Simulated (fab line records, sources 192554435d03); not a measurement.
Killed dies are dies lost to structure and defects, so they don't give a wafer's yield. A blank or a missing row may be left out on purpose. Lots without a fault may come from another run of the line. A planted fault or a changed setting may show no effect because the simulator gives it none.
Problem report in the 8D (eight disciplines) form, filled by code | flow n5_finfet | the parts of the form that need people (team, actions taken, sign-off) are left out

1. THE PROBLEM
killed_at_M4_up at N5_PASSIVATION_PROBE_49 reads a mean of 95 on 1 wafer of 1 lot; wafers without a fault read 14 with a standard deviation of 5.3. That is +15 standard deviations from the usual mean.
First seen on wafer L428.2, day 15 01:26, on prober-01. The record holds 34 wafers of 12 lots with a number at this step. Rule for "out", or "out of limits": more than 4 standard deviations from the usual mean. The other wafers with a number count as sound.

2. WHAT IT IS AND WHAT IT IS NOT
question                    | is                                                                                                   | is not
which readings at this step | killed_at_M4_up, defect_limited_yield, killed_dies, sort_bin_5_function, sort_n_pass, sort_yield_pct | killed_at_M0_to_M3, killed_at_contacts, killed_at_front_end, killed_at_other, killed_open, killed_short, sort_bin_6_memory, sort_bin_8_speed
which lots                  | L428                                                                                                 | L415, L416, L417, L418, L419, L422, L423, L431, L432, L434, L436
which wafers of those lots  | L428.2                                                                                               | L428.5, L428.6
read on which tools         | prober-01                                                                                            | prober-02
when                        | from day 15 01:26                                                                                    | up to then (20 sound wafers); but 13 sound wafers of L428, L431, L432, L434, L436 came after

3. SUSPECTS, AND WHAT RULES EACH OUT
Counting: a tool at a process step up to the reading stays a suspect if it ran every lot that is out. Sound lots after the first of them don't rule it out here, since some wafers of a struck lot are sound.
- rie_diel-02 at N5_BEOL_M7_ETCH_41 (etches SiCN in CH3F/O2, target depth 31.9 nm, time 57.8 s): kept. It ran the lot that is out, L428 (day 12 02:07); its last sound lot up to then is L422 (day 10 10:17).
- rie_diel-05 at N5_PASSIVATION_ETCH_54 (etches SiO2 in CHF3/O2, target depth 880 nm, time 440 s): kept. It ran the lot that is out, L428 (day 14 22:37); its last sound lot up to then is L422 (day 13 16:50).
- prober-01 at N5_PASSIVATION_PROBE_49: kept. It ran the lot that is out, L428 (day 15 01:26); its last sound lot up to then is L422 (day 13 19:50). Its own readings are out on those wafers: defect_limited_yield, killed_at_M4_up, killed_dies, sort_bin_5_function, sort_n_pass, sort_yield_pct.
- Within rie_diel-02 at N5_BEOL_M7_ETCH_41: the wafers that are out ran in chamber 2; their sound lot-mates ran in chambers 0, 1.
Left after counting: rie_diel-02 at N5_BEOL_M7_ETCH_41, rie_diel-05 at N5_PASSIVATION_ETCH_54, prober-01 at N5_PASSIVATION_PROBE_49.

4. THE CAUSE (what the simulator had put in)
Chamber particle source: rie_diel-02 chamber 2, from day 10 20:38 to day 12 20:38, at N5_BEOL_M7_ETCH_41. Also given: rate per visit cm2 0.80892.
Counting left 3 suspects, and this tool is among them.

5. THE CHAIN OF EFFECTS, in route order
Each row: a reading whose mean over the struck wafers that have a number lies more than 3 standard deviations from the usual. Only readings for which the record gives a usual standard deviation are gone through. hours: the time from each lot's start at the first step in this table that gives one to its start at this step, as a median over the lots. sigmas: the change in usual standard deviations.
hours | step                    | reading              | usual  | on struck wafers | change | sigmas
0     | N5_PASSIVATION_PROBE_49 | defect_limited_yield | 91.5 % | 85.1             | -6.4   | -4.6
0     | N5_PASSIVATION_PROBE_49 | killed_at_M4_up      | 14     | 95               | +81    | +15
0     | N5_PASSIVATION_PROBE_49 | killed_dies          | 100    | 176              | +76    | +4.5
0     | N5_PASSIVATION_PROBE_49 | sort_bin_5_function  | 4.9 %  | 9.1              | +4.2   | +4.7
0     | N5_PASSIVATION_PROBE_49 | sort_n_pass          | 1080   | 1004             | -76    | -4.5
0     | N5_PASSIVATION_PROBE_49 | sort_yield_pct       | 91.5 % | 85.1             | -6.4   | -4.6
The process steps in it:
- N5_PASSIVATION_PROBE_49

6. WHAT WOULD HAVE CAUGHT IT SOONER
In this record the first reading out of limits was taken at day 15 01:26, 101 hours after the fault began at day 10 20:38.
Of the tool readings at N5_BEOL_M7_ETCH_41 for which the record gives a usual standard deviation, none was out on any struck wafer, so an alarm limit of 4 standard deviations on them would not have fired.
All the lots that are out (1) had begun N5_BEOL_M7_ETCH_41 on rie_diel-02 by day 15 01:26. A hold on the tool at that time would have spared none of them.
